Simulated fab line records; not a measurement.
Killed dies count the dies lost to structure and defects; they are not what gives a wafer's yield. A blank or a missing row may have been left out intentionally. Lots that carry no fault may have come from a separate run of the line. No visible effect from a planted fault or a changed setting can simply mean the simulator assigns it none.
Check for tools in common | flow nand_harc | 6 wafers sampled across 2 lots

## REASON FOR OPENING
At NHARC_END_SORT_01 the reading killed_at_array is flagged on 2 of 2 lots. Wafers without a fault read 55, standard deviation 17.
Rule: a lot is flagged when every wafer of it that has a number lies more than 4 standard deviations from that mean, or none has a number. As for the other lots, they are considered sound.

lot  | measured     | on        | killed_at_array, wafer by wafer | flag
L676 | day 31 11:29 | prober-02 | 673 673 673                     | FLAGGED
L677 | day 32 01:34 | prober-02 | 671 676 672                     | FLAGGED
Average over the flagged lots: 673; offset from the usual +618, equal to +36 standard deviations.

## TOOL THAT RAN EACH LOT
The record holds 2 process steps before the reading, out of a route of 1302 steps. Cell contents, in order: the tool; ch with the chambers the sampled wafers went through; the start.
lot  | flag    | NHARC_A_SLIT_STRIP_18              | NHARC_A_WL_FILL_ETCHBACK_05
L676 | FLAGGED | rie_diel-10 ch 0,1,2, day 27 03:18 | no row
L677 | FLAGGED | rie_diel-10 ch 1,2,3, day 27 13:42 | no row
What is done by these steps:
- NHARC_A_SLIT_STRIP_18: strips in O2.
- NHARC_A_WL_FILL_ETCHBACK_05: etches the open film in Cl2/BCl3, target depth 22 nm, time 60 s.
- NHARC_END_SORT_01

## FLAGGED OVER TOTAL, TOOL BY TOOL (the gauges that took the reading come last)
step                  | tool        | lots run | flagged | share of the flagged lots | sound lots run after its first flagged lot
NHARC_A_SLIT_STRIP_18 | rie_diel-10 | 2        | 2       | all                       | 0
NHARC_END_SORT_01     | prober-02   | 2        | 2       | all                       | 0

## THE TABLE: WHAT IT ALLOWS
rie_diel-10 at NHARC_A_SLIT_STRIP_18 and prober-02 at NHARC_END_SORT_01 are the 2 rows of the table that ran each flagged lot.
- rie_diel-10 at NHARC_A_SLIT_STRIP_18 ran 2 lots, 2 of them flagged. No sound lot ran on it before its first flagged lot in this sample; the start therefore can't be narrowed down.
- prober-02 at NHARC_END_SORT_01 ran 2 lots, 2 of them flagged. No sound lot ran on it before its first flagged lot in this sample; the start therefore can't be narrowed down.
Because each of these 2 tools fits a fault that began at some hour, counting lots does not separate them. More lots, or a look at what each step does to the wafer, might.

## WHAT THE SIMULATOR PUT IN
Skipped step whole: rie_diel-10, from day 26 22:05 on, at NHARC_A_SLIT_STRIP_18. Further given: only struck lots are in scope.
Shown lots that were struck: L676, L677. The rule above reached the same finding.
